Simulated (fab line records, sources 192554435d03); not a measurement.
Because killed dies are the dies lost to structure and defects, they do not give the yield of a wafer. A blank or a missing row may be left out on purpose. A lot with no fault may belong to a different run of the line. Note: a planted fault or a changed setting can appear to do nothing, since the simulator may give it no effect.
Matching of chambers | flow n5-finfet | rie-diel-04 running N5_BEOL_M5_STRIP_64: 4 sister chambers
The step strips in CF4. 8 wafers are shown with their chamber, then 7 later ones without.

WAFERS WITH THEIR CHAMBER
wafer  | chamber | drypump-motor-current-A (A) | showerhead-plenum-p-Torr (Torr)
L075.1 | 3       | 5.5                         | 1.81
L078.4 | 2       | 5.6                         | 1.73
L078.5 | 1       | 5.6                         | 1.84
L089.2 | 1       | 5.5                         | 1.84
L089.3 | 0       | 6.3                         | 1.76
L089.6 | 0       | 6.3                         | 1.76
L092.3 | 2       | 5.6                         | 1.73
L092.4 | 3       | 5.4                         | 1.80

WAFERS WHOSE CHAMBER IS MISSING
wafer  | drypump-motor-current-A (A) | showerhead-plenum-p-Torr (Torr)
L092.6 | 5.6                         | 1.84
L094.1 | 5.4                         | 1.80
L094.5 | 5.5                         | 1.80
L094.6 | 5.5                         | 1.83
L096.1 | 5.5                         | 1.80
L096.2 | 6.3                         | 1.76
L096.3 | 5.6                         | 1.73

EACH ONE'S CHAMBER
wafer  | from the rows above | in truth
L092.6 | 1                   | 1
L094.1 | 3                   | 3
L094.5 | 3                   | 3
L094.6 | 1                   | 1
L096.1 | 3                   | 3
L096.2 | 0                   | 0
L096.3 | 2                   | 2
Correct placement for 7 of the 7. Left unplaced by these rows: 0. Wrongly placed: 0.
How it was worked out, from the rows above alone: a wafer's distance from a chamber is the root of the sum, over the readings, of the square of ((its reading less the chamber's mean) divided by the reading's scatter). The wafer belongs to the nearest chamber; if the next one is less than 2 further off, it can't be placed. Each chamber's mean is taken over the wafers shown for it. The scatter: take each reading less its chamber's mean, square it, sum over the shown wafers, divide by the number of wafers less the number of chambers, and take the root.
